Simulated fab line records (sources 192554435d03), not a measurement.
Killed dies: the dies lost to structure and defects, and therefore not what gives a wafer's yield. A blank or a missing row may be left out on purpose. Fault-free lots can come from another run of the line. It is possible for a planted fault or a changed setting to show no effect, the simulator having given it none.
fab line records    flow n5-finfet
record lots=5  wafers=15  last-day=15
route steps=1938 shown BEOL_M4@1109 BEOL_M5@1112
lots untouched by any fault: they come from a run of this same line in which no faults occurred
start-h: hours from the record's first day to the start of the lot's first wafer shown    wait-h: hours from the lot's prior step to this one    " identical to the entry in the row above    L1.1+2: a row that stands for several wafers    - no value, or no start was given    * or withheld: withheld    < > ~ a bound
route shown NAME@n: NAME is a module with steps in the file, n the number in the route of the first one    usual: mean/standard deviation of fault-free wafers    same: alike in all rows    chamber/n: place in a boat    sites: readings site by site    _std_site: how widely they spread, as a standard deviation    _edge_site: mean of outer sites minus mean of inner sites    radius-mm: how far each site lies from the wafer's centre    mask NAME#n: copy n    behind: the tool/chamber that last shaped the wafer    hold: why the lot went on hold/how many hours it stayed there/how the hold came to an end    device: whichever transistor did not switch (one of n, p or np)    end of line: tests of these same wafers at the route's end    a step without rows: its recipe alone    killed: dies that structure and defects cost at the first sort, which is not the same as the wafer's yield    map: a wafer's dies, marking killed ones x, the rest . and places with no die _
set.NAME: the setting as run; set.NAME@STEP: as run at that earlier step    model.NAME: the simulator's own value behind a step, which no gauge read
lots at some steps of the route; a table a step, a row a wafer
services: the hour from which a tool's chamber was out of use, counted from the record's first day as start-h (under 0 if before that day), plus the number of hours and why
## steps
# step N5_BEOL_M4_RS_MEAS_58
# recipe thk-meas-gauge=four-point-probe  reads=Co_of_BEOL_M4_CO_CAP_55+Cu_of_BEOL_M4_ECD_50+Co_of_BEOL_M4_CVD_47+TaN_of_BEOL_M4_ALD_84
# usual M4_RS=0.668/0.023
lot.wafer  tool           chamber  start-h  wait-h  M4_RS[ohm/sq]
L081.1     film-metro-02  -        215.64   0.0     0.653
L081.3     "              -        "        "       0.659
L081.5     "              -        "        "       0.658
L083.1     film-metro-02  -        231.20   0.1     0.623
L083.3     "              -        "        "       0.662
L083.5     "              -        "        "       0.657
L084.2     film-metro-02  -        235.20   0.1     0.651
L084.3     "              -        "        "       0.684
L084.5     "              -        "        "       0.656
L085.1     film-metro-01  -        240.91   0.0     0.641
L085.4     "              -        "        "       0.696
L085.5     "              -        "        "       0.634
L088.1     film-metro-02  -        261.91   0.0     0.697
L088.2     "              -        "        "       0.684
L088.3     "              -        "        "       0.719
# step N5_BEOL_M4_INSPECT_59
# recipe inspect-instrument=darkfield  mode=post-dep
# usual raw-defect-count=76/26
lot.wafer  tool               chamber  start-h  wait-h  raw-defect-count
L081.1     defect-inspect-01  -        215.66   0.0     34
L081.3     "                  -        "        "       64
L081.5     "                  -        "        "       57
L083.1     defect-inspect-01  -        231.23   0.0     65
L083.3     "                  -        "        "       161
L083.5     "                  -        "        "       91
L084.2     defect-inspect-02  -        235.22   0.0     92
L084.3     "                  -        "        "       109
L084.5     "                  -        "        "       49
L085.1     defect-inspect-01  -        240.93   0.0     89
L085.4     "                  -        "        "       100
L085.5     "                  -        "        "       102
L088.1     defect-inspect-01  -        261.94   0.0     86
L088.2     "                  -        "        "       77
L088.3     "                  -        "        "       59
# step N5_BEOL_M4_RC_MEAS_101
# usual DIBL_N=35.8/1.5  DIBL_P=35.8/1.7  IOFF_N=0.151/0.022  IOFF_P=0.204/0.027  ION_N=673/8.6  ION_P=462/5.4  SS_N=71.4/0.54  SS_P=73.3/0.56  VT_N=250.5/2.6  VT_P=-251/3.1
lot.wafer  tool       chamber  start-h  wait-h  DIBL_N[mV/V]  DIBL_P[mV/V]  IOFF_N[nA/um]  IOFF_P[nA/um]  ION_N[uA/um]  ION_P[uA/um]  SS_N[mV/dec]  SS_P[mV/dec]  VT_N[mV]  VT_P[mV]
L081.1     prober-01  0        215.69   0.0     34.5          33.9          0.128          0.189          653           454           71.4          72.8          253.5     -253
L081.3     "          0        "        "       34.4          34.0          0.131          0.204          666           463           71.6          72.8          251.6     -250
L081.5     "          0        "        "       35.5          35.2          0.143          0.216          664           458           71.8          73.4          252.8     -249
L083.1     prober-01  0        231.26   0.0     37.1          36.7          0.170          0.212          671           461           72.6          73.7          247.6     -247
L083.3     "          0        "        "       35.7          35.6          0.156          0.200          681           463           71.3          72.9          251.3     -252
L083.5     "          0        "        "       36.0          36.6          0.160          0.208          673           461           72.2          73.4          249.2     -249
L084.2     prober-02  0        235.40   0.2     37.7          36.1          0.172          0.232          688           468           72.0          73.9          246.9     -248
L084.3     "          0        "        "       36.6          35.4          0.158          0.226          675           468           71.0          73.9          250.1     -249
L084.5     "          0        "        "       37.9          36.0          0.177          0.229          683           467           71.5          73.4          247.4     -248
L085.1     prober-02  0        240.96   0.0     35.0          36.2          0.126          0.157          659           454           71.2          73.0          254.7     -257
L085.4     "          0        "        "       35.5          37.5          0.151          0.175          674           458           72.1          73.8          252.4     -256
L085.5     "          0        "        "       33.6          34.3          0.116          0.140          661           456           71.2          72.9          257.5     -261
L088.1     prober-02  0        261.96   0.0     38.2          39.0          0.188          0.273          693           474           72.0          73.8          247.0     -245
L088.2     "          0        "        "       37.3          38.0          0.167          0.260          672           468           72.0          73.9          248.6     -245
L088.3     "          0        "        "       36.9          37.6          0.161          0.250          677           467           71.1          73.5          245.5     -246
# step N5_BEOL_M5_ILD_DEP_00
# recipe material=SiCOH_lowk  target-thk-a=1406.4  temp-c=300  precursor=DEMS/porogen  pressure-torr=5  rf-w=500  time-s=25.9
# usual heater-power-w=331/41  showerhead-plenum-p-Torr=5.735/0.014  throttle-valve-pct=13.6/0.8
lot.wafer  tool      chamber  start-h  wait-h  heater-power-w  showerhead-plenum-p-Torr  throttle-valve-pct
L081.1     pecvd-01  1        216.66   0.8     356             5.760                     13.0
L081.3     "         0        "        "       265             5.741                     14.3
L081.5     "         2        "        "       346             5.724                     12.3
L083.1     pecvd-01  2        232.22   0.8     370             5.726                     12.4
L083.3     "         0        "        "       302             5.759                     14.0
L083.5     "         0        "        "       307             5.739                     14.3
L084.2     pecvd-03  2        236.21   0.7     275             5.749                     12.5
L084.3     "         1        "        "       318             5.713                     14.9
L084.5     "         0        "        "       335             5.719                     13.3
L085.1     pecvd-01  1        241.92   0.8     394             5.750                     13.0
L085.4     "         1        "        "       396             5.752                     12.8
L085.5     "         2        "        "       361             5.733                     12.3
L088.1     pecvd-02  1        262.94   0.8     398             5.738                     14.3
L088.2     "         2        "        "       324             5.706                     13.4
L088.3     "         0        "        "       295             5.732                     13.7
# step N5_BEOL_M5_CURE_79
# recipe temp-c=385  time-s=240  ambient=He/Ar  material=SiCOH_lowk
# usual lamp-power-pct=52.31/0.058  wafer_temp_C_max=386.8/0.43
lot.wafer  tool        chamber  start-h  wait-h  lamp-power-pct  wafer_temp_C_max
L081.1     uv-cure-01  2        216.72   0.0     52.34           386.7
L081.3     "           2        "        "       52.24           386.5
L081.5     "           2        "        "       52.20           386.7
L083.1     uv-cure-03  1        232.42   0.2     52.38           386.1
L083.3     "           1        "        "       52.32           386.9
L083.5     "           1        "        "       52.19           386.6
L084.2     uv-cure-02  0        236.35   0.1     52.38           386.7
L084.3     "           0        "        "       52.36           386.8
L084.5     "           0        "        "       52.16           386.6
L085.1     uv-cure-02  1        241.98   0.0     52.34           386.9
L085.4     "           1        "        "       52.28           387.0
L085.5     "           1        "        "       52.21           386.9
L088.1     uv-cure-01  1        263.00   0.0     52.28           386.5
L088.2     "           1        "        "       52.31           386.8
L088.3     "           1        "        "       52.33           387.1
# step N5_BEOL_M5_THK_MEAS_01
# recipe reads=SiCOH_lowk_of_BEOL_M5_ILD_DEP_00
# usual M5_ILD_THK=120.8/1.6
lot.wafer  tool           chamber  start-h  wait-h  M5_ILD_THK[nm]
L081.1     film-metro-02  -        217.23   0.4     122.1
L081.3     "              -        "        "       121.0
L081.5     "              -        "        "       122.6
L083.1     film-metro-02  -        232.93   0.4     118.4
L083.3     "              -        "        "       120.2
L083.5     "              -        "        "       122.9
L084.2     film-metro-01  -        236.79   0.4     117.9
L084.3     "              -        "        "       120.0
L084.5     "              -        "        "       120.6
L085.1     film-metro-02  -        242.49   0.4     121.5
L085.4     "              -        "        "       123.6
L085.5     "              -        "        "       121.6
L088.1     film-metro-01  -        263.51   0.4     118.6
L088.2     "              -        "        "       118.9
L088.3     "              -        "        "       119.3
# step N5_BEOL_M5_PECVD_70
# recipe material=SiO2  target-thk-a=160  temp-c=400  precursor=TEOS/O2  pressure-torr=5.5  rf-w=450  teos-flow-sccm=53.8  gas=O2  flow-sccm=3000  time-s=18
# usual heater-power-w=749/75  showerhead-plenum-p-Torr=8.79/0.054  throttle-valve-pct=21.6/1.2
lot.wafer  tool      chamber  start-h  wait-h  heater-power-w  showerhead-plenum-p-Torr  throttle-valve-pct
L081.1     pecvd-01  0        217.27   0.0     726             8.83                      23.1
L081.3     "         1        "        "       838             8.86                      21.0
L081.5     "         2        "        "       777             8.76                      20.0
L083.1     pecvd-03  2        232.97   0.0     681             8.77                      20.4
L083.3     "         1        "        "       721             8.71                      23.9
L083.5     "         2        "        "       697             8.80                      20.4
L084.2     pecvd-01  1        236.82   0.0     764             8.86                      21.0
L084.3     "         0        "        "       707             8.83                      23.0
L084.5     "         1        "        "       781             8.83                      21.2
L085.1     pecvd-01  1        242.53   0.0     779             8.85                      21.1
L085.4     "         0        "        "       631             8.81                      22.9
L085.5     "         1        "        "       789             8.84                      21.0
L088.1     pecvd-01  0        263.55   0.0     737             8.85                      22.9
L088.2     "         2        "        "       770             8.73                      20.0
L088.3     "         1        "        "       754             8.85                      20.9
# step N5_BEOL_M5_HM_DEP_02
# recipe material=TiN  target-thk-a=200  temp-c=25  chamber-pressure-pa=0.49996
# usual throttle-valve-pct=29.9/0.96
lot.wafer  tool            chamber  start-h  wait-h  throttle-valve-pct
L081.1     pvd-sputter-01  -        218.26   1.0     29.9
L081.3     "               -        "        "       30.3
L081.5     "               -        "        "       30.0
L083.1     pvd-sputter-01  -        234.42   1.4     30.0
L083.3     "               -        "        "       30.2
L083.5     "               -        "        "       30.0
L084.2     pvd-sputter-02  -        237.48   0.6     28.7
L084.3     "               -        "        "       31.0
L084.5     "               -        "        "       30.9
L085.1     pvd-sputter-01  -        243.24   0.7     28.9
L085.4     "               -        "        "       29.4
L085.5     "               -        "        "       29.1
L088.1     pvd-sputter-02  -        264.59   1.0     28.7
L088.2     "               -        "        "       30.7
L088.3     "               -        "        "       28.1
# step N5_BEOL_M5_COAT_59
# recipe resist=SOC  temp-c=250  time-s=60  spin-rpm=1500  resist-thk-nm=60
lot.wafer   tool            chamber  start-h  wait-h
L081.1+3+5  litho-track-02  0        218.39   0.1
L083.1+3+5  litho-track-02  0        234.56   0.1
L084.2+3+5  litho-track-04  0        237.60   0.1
L085.1+4+5  litho-track-05  0        243.38   0.1
L088.1+2+3  litho-track-05  0        264.73   0.1
# step N5_BEOL_M5_COAT_60
# recipe resist=SiARC  temp-c=220  time-s=60  spin-rpm=1500  resist-thk-nm=12
lot.wafer   tool            chamber  start-h  wait-h
L081.1+3+5  litho-track-02  0        -        -
L083.1+3+5  litho-track-02  0        -        -
L084.2+3+5  litho-track-04  0        -        -
L085.1+4+5  litho-track-05  0        -        -
L088.1+2+3  litho-track-05  0        -        -
# step N5_BEOL_M5_COAT_71
# recipe resist=underlayer  temp-c=205  time-s=60  spin-rpm=1500  resist-thk-nm=5
lot.wafer   tool            chamber  start-h  wait-h
L081.1+3+5  litho-track-02  0        -        -
L083.1+3+5  litho-track-02  0        -        -
L084.2+3+5  litho-track-04  0        -        -
L085.1+4+5  litho-track-05  0        -        -
L088.1+2+3  litho-track-05  0        -        -
# step N5_BEOL_M5_COAT_05
# recipe resist=CAR-EUV  spin-rpm=1500  resist-thk-nm=30
lot.wafer   tool            chamber  start-h  wait-h
L081.1+3+5  litho-track-02  0        -        -
L083.1+3+5  litho-track-02  0        -        -
L084.2+3+5  litho-track-04  0        -        -
L085.1+4+5  litho-track-05  0        -        -
L088.1+2+3  litho-track-05  0        -        -
# step N5_BEOL_M5_EBR_07
# recipe solvent=PGMEA  ebr-width-mm=1.5
lot.wafer   tool            chamber  start-h  wait-h
L081.1+3+5  litho-track-02  0        -        -
L083.1+3+5  litho-track-02  0        -        -
L084.2+3+5  litho-track-04  0        -        -
L085.1+4+5  litho-track-05  0        -        -
L088.1+2+3  litho-track-05  0        -        -
# step N5_BEOL_M5_SOFTBAKE_06
# recipe temp-c=110  time-s=60  resist=CAR-EUV
lot.wafer   tool            chamber  start-h  wait-h
L081.1+3+5  litho-track-02  0        -        -
L083.1+3+5  litho-track-02  0        -        -
L084.2+3+5  litho-track-04  0        -        -
L085.1+4+5  litho-track-05  0        -        -
L088.1+2+3  litho-track-05  0        -        -
# step N5_BEOL_M5_EXPOSE_08
# recipe mask-id=M5  na=0.33  source-shape=annular  sigma-inner=0.4  sigma-outer=0.8  polarization=unpolarized  target-cd-nm=28  dose-mj=35.75
lot.wafer   tool            chamber  start-h  wait-h  mask
L081.1+3+5  euv-scanner-01  0        218.53   -       M5#0
L083.1+3+5  euv-scanner-01  0        234.69   -       M5#0
L084.2+3+5  euv-scanner-02  0        237.87   -       M5#0
L085.1+4+5  euv-scanner-02  0        243.51   -       M5#0
L088.1+2+3  euv-scanner-02  0        264.99   -       M5#0
# step N5_BEOL_M5_PEB_09
# recipe peb-temp-c=100  peb-time-s=60  resist=CAR-EUV
lot.wafer   tool            chamber  start-h  wait-h
L081.1+3+5  litho-track-04  0        218.59   0.1
L083.1+3+5  litho-track-02  0        234.75   0.1
L084.2+3+5  litho-track-05  0        237.93   0.0
L085.1+4+5  litho-track-05  0        243.57   0.1
L088.1+2+3  litho-track-02  0        265.05   0.1
# step N5_BEOL_M5_DEVELOP_10
# recipe develop-time-s=30  developer=TMAH  resist=CAR-EUV  rinse-liquid=surfactant-rinse  dry=air-spin  dev-temp-c=23
# same develop-time-s=30
lot.wafer   tool            chamber  start-h  wait-h
L081.1+3+5  litho-track-04  0        -        -
L083.1+3+5  litho-track-02  0        -        -
L084.2+3+5  litho-track-05  0        -        -
L085.1+4+5  litho-track-05  0        -        -
L088.1+2+3  litho-track-02  0        -        -
# step N5_BEOL_M5_CD_MEAS_11
# recipe target-cd-nm=27.74  landing-energy-ev=500  detector=se-inlens
# usual cd-nm=27.94/0.23
lot.wafer  tool       chamber  start-h  wait-h  cd-nm
L081.1     cd-sem-02  0        218.65   -       27.64
L081.3     "          0        "        "       28.12
L081.5     "          0        "        "       27.80
L083.1     cd-sem-01  0        234.82   -       28.09
L083.3     "          0        "        "       28.02
L083.5     "          0        "        "       27.88
L084.2     cd-sem-02  0        237.99   -       28.25
L084.3     "          0        "        "       27.70
L084.5     "          0        "        "       27.88
L085.1     cd-sem-03  0        243.64   -       28.05
L085.4     "          0        "        "       28.03
L085.5     "          0        "        "       27.96
L088.1     cd-sem-02  0        265.12   -       27.77
L088.2     "          0        "        "       28.10
L088.3     "          0        "        "       27.98
# step N5_BEOL_M5_OVL_MEAS_12
# recipe points-per-wafer=522
# usual M5_OVL=0.0/0.73
lot.wafer  tool        chamber  start-h  wait-h  M5_OVL[nm]
L081.1     overlay-01  0        218.68   0.0     1.6
L081.3     "           0        "        "       1.9
L081.5     "           0        "        "       0.6
L083.1     overlay-02  0        234.85   0.0     -1.3
L083.3     "           0        "        "       -1.3
L083.5     "           0        "        "       -1.7
L084.2     overlay-01  0        238.03   0.0     1.5
L084.3     "           0        "        "       1.1
L084.5     "           0        "        "       0.8
L085.1     overlay-02  0        243.67   0.0     0.9
L085.4     "           0        "        "       0.5
L085.5     "           0        "        "       1.2
L088.1     overlay-02  0        265.15   0.0     -0.8
L088.2     "           0        "        "       -1.4
L088.3     "           0        "        "       -0.9
# step N5_BEOL_M5_INSPECT_13
# recipe mode=adi  inspect-instrument=brightfield
# usual raw-defect-count=425/82
lot.wafer  tool               chamber  start-h  wait-h  raw-defect-count
L081.1     defect-inspect-02  -        218.74   0.1     357
L081.3     "                  -        "        "       441
L081.5     "                  -        "        "       423
L083.1     defect-inspect-01  -        234.91   0.1     450
L083.3     "                  -        "        "       419
L083.5     "                  -        "        "       461
L084.2     defect-inspect-01  -        238.09   0.1     533
L084.3     "                  -        "        "       534
L084.5     "                  -        "        "       460
L085.1     defect-inspect-01  -        243.73   0.1     507
L085.4     "                  -        "        "       464
L085.5     "                  -        "        "       416
L088.1     defect-inspect-01  -        265.21   0.1     442
L088.2     "                  -        "        "       393
L088.3     "                  -        "        "       548
# step N5_BEOL_M5_DESCUM_16
# recipe chemistry=O2  time-s=7  source-power-w=50  bias-power-w=20  pressure-mtorr=20  rf-frequency-hz=2.712e+07  temp-c=40  resist=CAR-EUV  o2-flow-sccm=225
# usual drypump-motor-current-A=5.9/0.34  oes-product-au=0.78/0.061  rf-vpp-V=242.7/1.6  showerhead-plenum-p-Torr=2.07/0.087  throttle-valve-pct=20.49/0.23
lot.wafer  tool         chamber  start-h  wait-h  drypump-motor-current-A  oes-product-au  rf-hours-counter-h  rf-vpp-V  showerhead-plenum-p-Torr  throttle-valve-pct
L081.1     rie-diel-02  2        218.82   0.1     6.7                      0.69            230                 241.3     1.97                      20.59
L081.3     "            1        "        "       5.9                      0.79            111                 241.0     2.03                      20.42
L081.5     "            3        "        "       5.3                      0.81            -                   243.4     2.02                      20.53
L083.1     rie-diel-03  1        234.99   0.1     6.2                      0.76            145                 240.1     1.92                      20.41
L083.3     "            0        "        "       5.9                      0.81            83                  244.4     2.12                      20.65
L083.5     "            2        "        "       5.9                      0.68            -                   243.8     2.07                      20.81
L084.2     rie-diel-03  0        238.12   0.0     5.8                      0.81            85                  244.1     2.12                      20.67
L084.3     "            1        "        "       6.2                      0.76            146                 240.6     1.92                      20.40
L084.5     "            0        "        "       5.9                      0.81            -                   244.8     2.12                      20.66
L085.1     rie-diel-02  3        243.77   0.0     5.3                      0.80            92                  242.8     2.02                      20.54
L085.4     "            2        "        "       6.8                      0.69            236                 242.7     1.97                      20.60
L085.5     "            1        "        "       5.9                      0.79            -                   242.7     2.03                      20.47
L088.1     rie-diel-03  0        265.24   0.0     5.8                      0.80            92                  244.0     2.12                      20.69
L088.2     "            1        "        "       6.2                      0.75            154                 240.0     1.92                      20.42
L088.3     "            3        "        "       5.6                      0.80            74                  244.7     2.21                      19.97
# step N5_BEOL_M5_ETCH_72
# recipe chemistry=N2/H2  target=underlayer  target-depth-a=65  mask-material=CAR-EUV  time-s=5.2  ion-energy-ev=200  pressure-mtorr=30  source-w=840  bias-w=150  n2-flow-sccm=200  h2-flow-sccm=200  ends=cleared
# usual drypump-motor-current-A=6.0/0.33  etch-rf-on-time-s=5.20/0.077  oes-product-au=0.66/0.053  rf-vpp-V=523/3.1  showerhead-plenum-p-Torr=2.51/0.1  throttle-valve-pct=17.92/0.23
lot.wafer  tool         chamber  start-h  wait-h  drypump-motor-current-A  etch-rf-on-time-s  oes-product-au  rf-hours-counter-h  rf-vpp-V  showerhead-plenum-p-Torr  throttle-valve-pct
L081.1     rie-diel-02  2        218.85   0.0     6.7                      5.31               0.60            230                 519       2.40                      18.00
L081.3     "            1        "        "       5.9                      5.10               0.67            111                 520       2.46                      17.87
L081.5     "            3        "        "       5.3                      5.16               0.68            -                   521       2.47                      17.94
L083.1     rie-diel-03  1        235.02   0.0     6.2                      5.27               0.65            145                 519       2.34                      17.86
L083.3     "            0        "        "       5.9                      5.21               0.69            83                  524       2.57                      18.11
L083.5     "            2        "        "       5.9                      5.24               0.59            -                   522       2.52                      18.25
L084.2     rie-diel-03  0        238.16   0.0     5.8                      5.22               0.69            85                  525       2.57                      18.11
L084.3     "            1        "        "       6.2                      5.25               0.65            146                 516       2.34                      17.87
L084.5     "            0        "        "       5.8                      5.25               0.69            -                   526       2.57                      18.12
L085.1     rie-diel-02  3        243.80   0.0     5.3                      5.12               0.68            92                  522       2.46                      17.92
L085.4     "            2        "        "       6.7                      5.26               0.58            236                 518       2.40                      18.02
L085.5     "            1        "        "       5.9                      5.17               0.66            -                   523       2.46                      17.91
L088.1     rie-diel-03  0        265.28   0.0     5.9                      5.24               0.68            92                  527       2.56                      18.14
L088.2     "            1        "        "       6.2                      5.31               0.65            154                 519       2.34                      17.88
L088.3     "            3        "        "       5.6                      5.15               0.70            74                  526       2.69                      17.40
# step N5_BEOL_M5_ETCH_61
# recipe chemistry=CF4  target=SiARC  target-depth-a=156  mask-material=CAR-EUV  time-s=26  ion-energy-ev=80  pressure-mtorr=40  source-w=545  bias-w=36  Ar_flow_sccm=100  cf4-flow-sccm=100  ends=cleared
# usual drypump-motor-current-A=5.9/0.34  etch-rf-on-time-s=25.9/0.37  oes-product-au=0.66/0.052  rf-vpp-V=183.7/1.3  showerhead-plenum-p-Torr=2.11/0.084  throttle-valve-pct=15.66/0.22
lot.wafer  tool         chamber  start-h  wait-h  drypump-motor-current-A  etch-rf-on-time-s  oes-product-au  rf-hours-counter-h  rf-vpp-V  showerhead-plenum-p-Torr  throttle-valve-pct
L081.1     rie-diel-02  2        218.87   0.0     6.7                      26.6               0.59            230                 183.5     2.03                      15.82
L081.3     "            1        "        "       5.9                      25.7               0.67            111                 184.3     2.07                      15.58
L081.5     "            3        "        "       5.3                      25.7               0.70            -                   181.4     2.08                      15.71
L083.1     rie-diel-03  1        235.04   0.0     6.2                      26.2               0.66            145                 182.2     1.98                      15.59
L083.3     "            0        "        "       5.9                      25.9               0.70            83                  183.1     2.16                      15.74
L083.5     "            2        "        "       5.9                      25.8               0.59            -                   183.3     2.12                      15.99
L084.2     rie-diel-03  0        238.18   0.0     5.8                      26.3               0.68            85                  185.0     2.16                      15.74
L084.3     "            1        "        "       6.2                      26.6               0.64            146                 180.6     1.98                      15.60
L084.5     "            0        "        "       5.8                      26.2               0.69            -                   184.9     2.16                      15.74
L085.1     rie-diel-02  3        243.82   0.0     5.3                      25.6               0.68            92                  182.5     2.07                      15.72
L085.4     "            2        "        "       6.7                      26.4               0.59            236                 183.7     2.03                      15.85
L085.5     "            1        "        "       5.9                      25.6               0.67            -                   183.8     2.07                      15.57
L088.1     rie-diel-03  0        265.29   0.0     5.8                      25.7               0.69            92                  184.2     2.16                      15.76
L088.2     "            1        "        "       6.2                      26.0               0.64            154                 183.3     1.97                      15.60
L088.3     "            3        "        "       5.6                      25.6               0.69            74                  184.9     2.26                      15.18
# step N5_BEOL_M5_ETCH_62
# recipe chemistry=N2/H2  target=SOC  target-depth-a=750  overetch-a=150  mask-material=SiARC  temp-c=40  time-s=112.5  ion-energy-ev=200  pressure-mtorr=30  source-w=840  bias-w=150  n2-flow-sccm=200  h2-flow-sccm=200
# usual drypump-motor-current-A=6.0/0.34  oes-product-au=0.61/0.045  rf-vpp-V=522.9/3  showerhead-plenum-p-Torr=2.51/0.1  throttle-valve-pct=17.88/0.23
lot.wafer  tool         chamber  start-h  wait-h  drypump-motor-current-A  oes-product-au  rf-hours-counter-h  rf-vpp-V  showerhead-plenum-p-Torr  throttle-valve-pct
L081.1     rie-diel-02  2        218.90   0.0     6.8                      0.55            230                 519.5     2.40                      17.98
L081.3     "            1        "        "       5.9                      0.63            111                 522.8     2.46                      17.85
L081.5     "            3        "        "       5.3                      0.64            -                   520.7     2.47                      17.90
L083.1     rie-diel-03  1        235.07   0.0     6.2                      0.61            145                 517.7     2.34                      17.81
L083.3     "            0        "        "       5.9                      0.64            83                  525.1     2.57                      18.09
L083.5     "            2        "        "       5.9                      0.55            -                   522.8     2.52                      18.19
L084.2     rie-diel-03  0        238.20   0.0     5.8                      0.64            85                  524.0     2.57                      18.09
L084.3     "            1        "        "       6.2                      0.61            146                 516.9     2.34                      17.82
L084.5     "            0        "        "       5.9                      0.64            -                   524.2     2.57                      18.08
L085.1     rie-diel-02  3        243.84   0.0     5.3                      0.64            92                  521.9     2.46                      17.92
L085.4     "            2        "        "       6.8                      0.55            236                 520.2     2.40                      18.00
L085.5     "            1        "        "       5.9                      0.61            -                   522.6     2.46                      17.84
L088.1     rie-diel-03  0        265.32   0.0     5.9                      0.63            92                  523.1     2.56                      18.11
L088.2     "            1        "        "       6.2                      0.60            154                 517.9     2.34                      17.85
L088.3     "            3        "        "       5.6                      0.63            74                  526.9     2.69                      17.35
# step N5_BEOL_M5_STRIP_63
# recipe chemistry=N2/H2  temp-c=40  n2-flow-sccm=200  h2-flow-sccm=200  rf-frequency-hz=6e+07
lot.wafer   tool         chamber  start-h  wait-h
L081.1+3+5  rie-diel-02  2,1,3    219.00   0.1
L083.1+3+5  rie-diel-03  1,0,2    235.17   0.1
L084.2+3+5  rie-diel-03  0,1,0    238.31   0.1
L085.1+4+5  rie-diel-02  3,2,1    243.95   0.1
L088.1+2+3  rie-diel-03  0,1,3    265.43   0.1
# step N5_BEOL_M5_STRIP_73
# recipe chemistry=N2/H2  temp-c=40  n2-flow-sccm=200  h2-flow-sccm=200  rf-frequency-hz=6e+07
lot.wafer   tool         chamber  start-h  wait-h
L081.1+3+5  rie-diel-02  2,1,3    219.01   0.0
L083.1+3+5  rie-diel-03  1,0,2    235.18   0.0
L084.2+3+5  rie-diel-03  0,1,0    238.32   0.0
L085.1+4+5  rie-diel-02  3,2,1    243.96   0.0
L088.1+2+3  rie-diel-03  0,1,3    265.44   0.0
## services
tool            chamber  start-h  hours  kind
pecvd-01        0        198.82   5.5    scheduled-down
uv-cure-03      -        198.98   2.1    pm
pecvd-03        -        200.23   0.3    repair
pecvd-03        2        202.38   -      clean
pecvd-03        2        202.38   -      consumable-replace:showerhead
pecvd-03        2        202.38   29.0   scheduled-down
pecvd-03        2        202.38   29.0   vent-cycle
euv-scanner-01  -        209.66   0.4    repair
euv-scanner-02  -        215.58   12.9   repair
pecvd-02        1        223.15   5.0    scheduled-down
euv-scanner-02  -        228.49   1.0    pm
euv-scanner-01  -        238.53   1.0    pm
pecvd-02        2        240.30   5.0    scheduled-down
pecvd-02        -        241.56   0.4    repair
uv-cure-02      -        256.17   13.8   repair
rie-diel-03     2        257.83   5.3    repair
rie-diel-02     0        263.58   -      clean
rie-diel-02     0        263.58   -      consumable-replace:focus-ring
rie-diel-02     0        263.58   23.1   scheduled-down
rie-diel-02     0        263.58   23.1   vent-cycle
## key
fault none
